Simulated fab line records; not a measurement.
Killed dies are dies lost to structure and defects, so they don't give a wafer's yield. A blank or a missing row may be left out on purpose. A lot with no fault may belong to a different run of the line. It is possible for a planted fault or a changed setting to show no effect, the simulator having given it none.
Lot-split experiment	flow n5-finfet	route with 1938 steps; 7 lots, 39 wafers read

## ON THE SPLIT
At N5_BEOL_M7_ILD_DEP_00 (deposits SiCOH lowk from DEMS/porogen, target thk 179.75 nm, time 33.4 s), the setting time-s was moved away from the recipe's 33.4 s on 15 of the 39 wafers read, by -59.0% to +40.9%. The other wafers ran this setting at the recipe's value.

## FROM SPLIT TO READING: 1 step shown by the file between the two
- N5_BEOL_M7_CURE_74: cures SiCOH lowk, time 240 s

## THE READING
M7_ILD_THK, in nm, at N5_BEOL_M7_THK_MEAS_01. A value of 154.6 nm with a standard deviation of 2.1 nm is what fault-free wafers of this fab line usually give.

wafer	tool, chamber at the split	time-s as run, s	against the recipe	M7_ILD_THK, nm	against lot-mates on the recipe
L078.1	pecvd-01, 1	33.4	recipe	151.3	-
L078.2	pecvd-01, 0	33.4	recipe	151.0	-
L078.4	pecvd-01, 1	33.4	recipe	151.4	-
L076.1	pecvd-02, 0	39.87	+19.4%	185.0	+28.9
L076.2	pecvd-02, 1	33.4	recipe	154.9	-
L076.3	pecvd-02, 2	39.87	+19.4%	183.3	+27.2
L076.4	pecvd-02, 1	33.4	recipe	157.2	-
L076.5	pecvd-02, 2	33.4	recipe	156.1	-
L076.6	pecvd-02, 0	39.87	+19.4%	187.4	+31.3
L080.1	pecvd-03, 2	47.06	+40.9%	214.7	+60.3
L080.2	pecvd-03, 1	33.4	recipe	152.7	-
L080.3	pecvd-03, 0	33.4	recipe	154.5	-
L080.4	pecvd-03, 2	33.4	recipe	155.9	-
L080.5	pecvd-03, 0	47.06	+40.9%	217.4	+63.0
L080.6	pecvd-03, 1	47.06	+40.9%	219.1	+64.7
L083.1	pecvd-03, 1	33.4	recipe	153.8	-
L083.2	pecvd-03, 2,0	33.4	recipe	154.5	-
L083.3	pecvd-03, 0	33.4	recipe	153.8	-
L083.4	pecvd-03, 1	33.4	recipe	156.9	-
L083.5	pecvd-03, 2,0	33.4	recipe	154.4	-
L083.6	pecvd-03, 2	33.4	recipe	156.6	-
L088.1	pecvd-03, 1,0	33.4	recipe	155.7	-
L088.2	pecvd-03, 0	18.5	-44.6%	86.5	-69.8
L088.3	pecvd-03, 2	18.5	-44.6%	88.0	-68.3
L088.4	pecvd-03, 1,0	33.4	recipe	155.7	-
L088.5	pecvd-03, 2	18.5	-44.6%	89.5	-66.8
L088.6	pecvd-03, 1	33.4	recipe	157.5	-
L089.1	pecvd-02, 0	33.4	recipe	152.7	-
L089.2	pecvd-02, 2	13.71	-59.0%	62.7	-91.0
L089.3	pecvd-02, 1	13.71	-59.0%	64.4	-89.3
L089.4	pecvd-02, 0	13.71	-59.0%	64.8	-88.9
L089.5	pecvd-02, 1	33.4	recipe	154.6	-
L089.6	pecvd-02, 2	33.4	recipe	153.8	-
L093.1	pecvd-01, 1	43.5	+30.2%	199.0	+44.0
L093.2	pecvd-01, 0	33.4	recipe	154.7	-
L093.3	pecvd-01, 2	33.4	recipe	153.4	-
L093.4	pecvd-01, 2	43.5	+30.2%	204.2	+49.2
L093.5	pecvd-01, 1	43.5	+30.2%	202.5	+47.5
L093.6	pecvd-01, 0	33.4	recipe	156.8	-
If several chambers appear in one row, that row covers several wafers at once and the file leaves open which wafer was in which chamber.

FIT RESULTS
A straight line over all 39 wafers: M7_ILD_THK changes by +1.53 nm for each +1% of time-s; r = +1.00; the points scatter about the line by 1.9 nm.
The same after taking each lot's own level away (the mean of its wafers on the recipe; 39 wafers): +1.53 nm for each +1%; r = +1.00; scatter 1.4 nm.
That fit puts the effect of the largest move of time-s on the reading at 90 nm.
The lots' own levels span 151.23 to 156.30 nm, that is 2.4 times the standard deviation above.
The two slopes agree, so the slope changes little with the lot-to-lot level.
Check: for one of the wafers moved furthest among these (-59.0%), held out of the fit, the line's prediction against its lot-mates is -89.9 nm. It came out at -91 nm against them.

## THESE WAFERS: OTHER SPLITS
These wafers also went through other splits before the reading. Each is held against what the fit with the lots' levels taken away leaves over:
other split on the same wafers	wafers away from the commonest value	r with M7_ILD_THK (lot level and that fit taken away)
N5_FIN_SAQP_PECVD_48 time-s	15	+0.10
N5_HKMG_FIN_ALD_91 ald-cycles	15	-0.06
N5_MOL_CONTACT_COAG_ALD_27 ald-cycles	15	-0.13
N5_BEOL_M1_DEP_57 target-thk-a	15	-0.02

## THE WHOLE CHAIN: every reading that the file lists as answering this split, in the file's order
step	what it does	reading	change (the file's fit)	r (the file's)
N5_BEOL_M7_ILD_DEP_00	deposits SiCOH lowk from DEMS/porogen, target thk 179.75 nm, time 33.4 s	SiCOH_lowk_of_BEOL_M7_ILD_DEP_00.thk-nm (the simulator's own value, which no gauge read)	+1.76 nm for each +1% of the setting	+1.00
N5_BEOL_M7_CURE_74	cures SiCOH lowk, time 240 s	SiCOH_lowk_of_BEOL_M7_ILD_DEP_00.thk-nm (the simulator's own value, which no gauge read)	+1.53 nm for each +1% of the setting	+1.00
N5_BEOL_M7_THK_MEAS_01		M7_ILD_THK	+1.53 for each +1% of the setting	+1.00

## FILE'S OWN FIT
M7_ILD_THK changes by +1.53 nm for each +1% of time-s, r = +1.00.
